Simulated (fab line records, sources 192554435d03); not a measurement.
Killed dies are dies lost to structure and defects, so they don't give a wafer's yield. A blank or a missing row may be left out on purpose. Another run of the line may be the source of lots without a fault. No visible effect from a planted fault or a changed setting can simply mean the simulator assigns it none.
Comparing a struck lot with a sound one || flow n5Finfet || 15 out of 1938 route steps
Sound: these wafers, L947.1, L947.4, L947.5. Struck: wafer L956.4. (L956.1 of the same lot was not struck and is left out.) The cause comes at the end.
Each step with rows lists, per side, the tool, then ch with its chambers, then its first start. Under that, the readings that differ: sound wafers || struck wafers || difference of the means || sigmas: that difference in standard deviations of wafers without a fault.
alike: readings whose means differ by less than 2 such deviations, and words and numbers that are the same on both sides. not compared: withheld readings, readings that some wafer has no value for, bounds like >300 that may hide the same value, and numbers for which the record gives no deviation and whose values overlap.
The two part at a step that has a row with sigmas, a row that says differs or no value, or rows on one side only. When numbers do not overlap yet have no deviation, they are printed without sigmas and do not part them. Lack of a reading on every wafer of one side parts them only where that side has two or more wafers.

N5_BEOL_M8_STRIP_80: strips in N2/H2, time 10 s.
  sound: rieDiel-02 ch 2,3; struck: rieDiel-02 ch 3
  alike: drypumpMotorCurrentA, oesProductAu, rfVppV, showerheadPlenumPTorr, throttleValvePct
  not compared: rfHoursCounterH
N5_BEOL_M8_OCD_MEAS_38:
  sound on ocd-01, day 11 12:49; struck on ocd-01, day 13 06:35
  alike: trenchDepthNm
then, 4 steps without rows for these wafers: N5_BEOL_M8_HM_STRIP_39 (strips TiN in peroxide tin strip, target depth 25 nm, time 158 s); N5_BEOL_M8_SRD_40 (time 30 s); N5_BEOL_M8_PRECLEAN_42 (cleans in residue remover, time 60 s); N5_BEOL_M8_SRD_43 (time 30 s).
N5_BEOL_M8_CD_MEAS_35: the cd target is 40 nm.
  sound on cdSem-03, day 11 12:58; struck on cdSem-03, day 13 06:44
  alike: cdNm
then, 1 step without rows for these wafers: N5_BEOL_M8_CURE_75 (cures SiCOH lowk, time 120 s).
N5_BEOL_M8_DEGAS_44: time 60 s.
  sound on pvdSputter-03, day 11 13:28; struck on pvdSputter-02, day 13 08:47
  alike: heaterPowerW
N5_BEOL_M8_PRE_CLEAN_45: time 30 s.
  sound on pvdSputter-03, day 11 13:30; struck on pvdSputter-02, day 13 08:49
  alike: heaterPowerW
then, 1 step without rows for these wafers: N5_BEOL_M8_ALD_77 (deposits TaN, target thk 2 nm, pulse time 2 s, purge time 3 s).
N5_BEOL_M8_SURFACE_TREAT_79:
  sound on pvdSputter-02, day 11 13:56; struck on pvdSputter-02, day 13 09:22
  not compared: throttleValvePct
N5_BEOL_M8_CVD_78: deposits Co from CCTBA/H2, target thk 2 nm, time 142.3 s.
  sound on cvdCo-02 ch 0,1, day 11 14:00; struck on cvdCo-02 ch 2, day 13 09:25
{"reading": "runLengthS (s)", "sound": "166.4 165.6 163.9", "struck": 105.1, "difference": -60.2, "sigmas": -87}
N5_BEOL_M8_SPUTTER_48: material Cu, target thk 10 nm, time 1.667 s.
  sound on pvdSputter-02, day 11 14:07; struck on pvdSputter-03, day 13 09:34
  alike: throttleValvePct
next, for these wafers, 1 step has no rows: N5_PASSIVATION_PROBE_49.

WHERE THEY PART
Only at N5_BEOL_M8_CVD_78, within this record. Later steps at which nothing parts them and some readings are alike: N5_BEOL_M8_SPUTTER_48.

WHY: the cause the simulator had injected
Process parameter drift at N5_BEOL_M8_CVD_78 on cvdCo-02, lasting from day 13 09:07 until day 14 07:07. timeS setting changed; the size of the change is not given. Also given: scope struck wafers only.
